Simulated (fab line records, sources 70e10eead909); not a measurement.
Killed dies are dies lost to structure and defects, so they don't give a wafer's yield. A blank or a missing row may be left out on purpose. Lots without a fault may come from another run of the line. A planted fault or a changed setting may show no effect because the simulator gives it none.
Chamber matching | flow nand_harc | NHARC_A_STAIRCASE_STRIP_476 on rie_diel-04: 4 sister chambers
The step strips in O2, time 20 s. 24 wafers are shown with their chamber, then 12 later ones without.

WAFERS WITH THEIR CHAMBER
wafer  | chamber | showerhead_plenum_p_Torr (Torr) | drypump_motor_current_A (A) | oes_product_au (a.u.)
L074.1 | 2       | 3.32                            | 5.6                         | 0.997
L074.2 | 3       | 3.56                            | 6.1                         | 0.995
L074.5 | 2       | 3.32                            | 5.6                         | 1.008
L075.2 | 0       | 3.80                            | 6.2                         | 0.999
L075.4 | 1       | 3.49                            | 5.9                         | 1.003
L075.5 | 3       | 3.56                            | 6.2                         | 0.985
L076.3 | 2       | 3.31                            | 5.6                         | 1.009
L076.4 | 1       | 3.49                            | 6.0                         | 0.999
L076.5 | 1       | 3.49                            | 5.9                         | 1.008
L078.1 | 2       | 3.31                            | 5.6                         | 1.011
L078.2 | 3       | 3.55                            | 6.2                         | 1.005
L078.5 | 1       | 3.48                            | 5.9                         | 1.017
L079.1 | 1       | 3.48                            | 5.9                         | 1.017
L079.3 | 2       | 3.31                            | 5.6                         | 1.005
L079.4 | 0       | 3.80                            | 6.2                         | 0.989
L080.3 | 2       | 3.31                            | 5.6                         | 1.001
L080.5 | 2       | 3.31                            | 5.6                         | 1.017
L080.6 | 1       | 3.48                            | 6.0                         | 1.010
L081.1 | 3       | 3.55                            | 6.2                         | 0.999
L081.2 | 0       | 3.80                            | 6.2                         | 0.995
L081.3 | 1       | 3.48                            | 6.0                         | 1.013
L083.2 | 0       | 3.79                            | 6.2                         | 0.991
L083.4 | 3       | 3.55                            | 6.1                         | 0.983
L083.6 | 2       | 3.30                            | 5.6                         | 1.006

SIGNATURES (means of the wafers above)
reading                  | chamber 0 | chamber 1 | chamber 2 | chamber 3 | scatter within a chamber
showerhead_plenum_p_Torr | 3.7975    | 3.4843    | 3.3112    | 3.5540    | 0.00572
drypump_motor_current_A  | 6.200     | 5.943     | 5.600     | 6.160     | 0.0382
oes_product_au           | 0.99350   | 1.00957   | 1.00675   | 0.99340   | 0.00688
Rule: a wafer's distance from a chamber is the root of the sum, over the readings, of the square of ((its reading less the chamber's mean) divided by the reading's scatter). The wafer belongs to the nearest chamber; if the next one is less than 2 further off, it can't be placed. The scatter: the root of (the sum of the squares of (reading less its chamber's mean) over the shown wafers, divided by (wafers less chambers)).

WAFERS WITHOUT THEIR CHAMBER
wafer  | showerhead_plenum_p_Torr (Torr) | drypump_motor_current_A (A) | oes_product_au (a.u.)
L085.4 | 3.30                            | 5.6                         | 1.011
L085.5 | 3.47                            | 5.9                         | 1.015
L085.6 | 3.79                            | 6.2                         | 0.992
L094.1 | 3.77                            | 6.2                         | 1.001
L094.2 | 3.52                            | 6.2                         | 1.004
L094.5 | 3.29                            | 5.6                         | 0.999
L095.2 | 3.29                            | 5.6                         | 1.015
L095.3 | 3.52                            | 6.1                         | 1.017
L095.5 | 3.77                            | 6.2                         | 1.012
L097.3 | 3.76                            | 6.2                         | 1.000
L097.4 | 3.45                            | 5.9                         | 1.013
L097.6 | 3.76                            | 6.2                         | 0.993

WHICH CHAMBER EACH WENT THROUGH
wafer  | from the rows above     | in truth
L085.4 | 2                       | 2
L085.5 | 1                       | 1
L085.6 | 0                       | 0
L094.1 | 0                       | 0
L094.2 | 3                       | 3
L094.5 | 2                       | 2
L095.2 | 2                       | 2
L095.3 | can't be placed: 3 or 1 | 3
L095.5 | 0                       | 0
L097.3 | 0                       | 0
L097.4 | 1                       | 1
L097.6 | 0                       | 0
Placed correctly: 11 of 12. Can't be placed from these rows: 1 (the true chamber is among the candidates in 1). Placed wrongly: 0.
